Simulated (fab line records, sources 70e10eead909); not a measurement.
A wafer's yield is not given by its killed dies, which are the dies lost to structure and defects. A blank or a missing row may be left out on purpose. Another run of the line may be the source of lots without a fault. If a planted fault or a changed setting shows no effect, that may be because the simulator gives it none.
Matching of chambers || flow nand-harc || NHARC_P_ZERO_WELL_ETCH_65 on rie-diel-10: 4 sister chambers
The step etches the open film in N2/H2, target depth 80 nm, overetch 24 nm, time 87.88 s. 4 wafers are shown with their chamber, then 8 later ones without.

== WAFERS, EACH WITH ITS CHAMBER ==
{"wafer": "L084.1", "chamber": 2, "drypump-motor-current-A (A)": 5.5}
{"wafer": "L084.2", "chamber": 1, "drypump-motor-current-A (A)": 5.3}
{"wafer": "L084.3", "chamber": 3, "drypump-motor-current-A (A)": 5.4}
{"wafer": "L084.4", "chamber": 0, "drypump-motor-current-A (A)": 5.5}

== WAFERS MISSING THEIR CHAMBER ==
{"wafer": "L084.5", "drypump-motor-current-A (A)": 5.5}
{"wafer": "L084.6", "drypump-motor-current-A (A)": 5.3}
{"wafer": "L087.1", "drypump-motor-current-A (A)": 5.4}
{"wafer": "L087.2", "drypump-motor-current-A (A)": 5.6}
{"wafer": "L087.3", "drypump-motor-current-A (A)": 5.5}
{"wafer": "L087.4", "drypump-motor-current-A (A)": 5.3}
{"wafer": "L087.5", "drypump-motor-current-A (A)": 5.5}
{"wafer": "L087.6", "drypump-motor-current-A (A)": 5.3}

== WHICH CHAMBER EACH WENT THROUGH ==
{"wafer": "L084.5", "from the rows above": "can't be placed: 0 or 2", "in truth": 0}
{"wafer": "L084.6", "from the rows above": 1, "in truth": 1}
{"wafer": "L087.1", "from the rows above": 3, "in truth": 3}
{"wafer": "L087.2", "from the rows above": "can't be placed: 0 or 2", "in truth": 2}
{"wafer": "L087.3", "from the rows above": "can't be placed: 0 or 2", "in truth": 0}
{"wafer": "L087.4", "from the rows above": 1, "in truth": 1}
{"wafer": "L087.5", "from the rows above": "can't be placed: 0 or 2", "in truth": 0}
{"wafer": "L087.6", "from the rows above": 1, "in truth": 1}
Correct placement for 4 of the 8. Can't be placed from these rows: 4 (the true chamber is among the candidates in 4). Placed wrongly: 0.
How it was worked out, from the rows above alone: a wafer's distance from a chamber is the root of the sum, over the readings, of the square of ((its reading less the chamber's mean) divided by the reading's scatter). If the next closest chamber is less than 2 further off than the closest, the wafer can't be placed; otherwise it belongs to the closest. For every chamber, the mean is computed from those of its wafers that are shown. The scatter: root of mean squared gap, hidden wafer to nearest shown wafer, with one shown wafer a chamber.
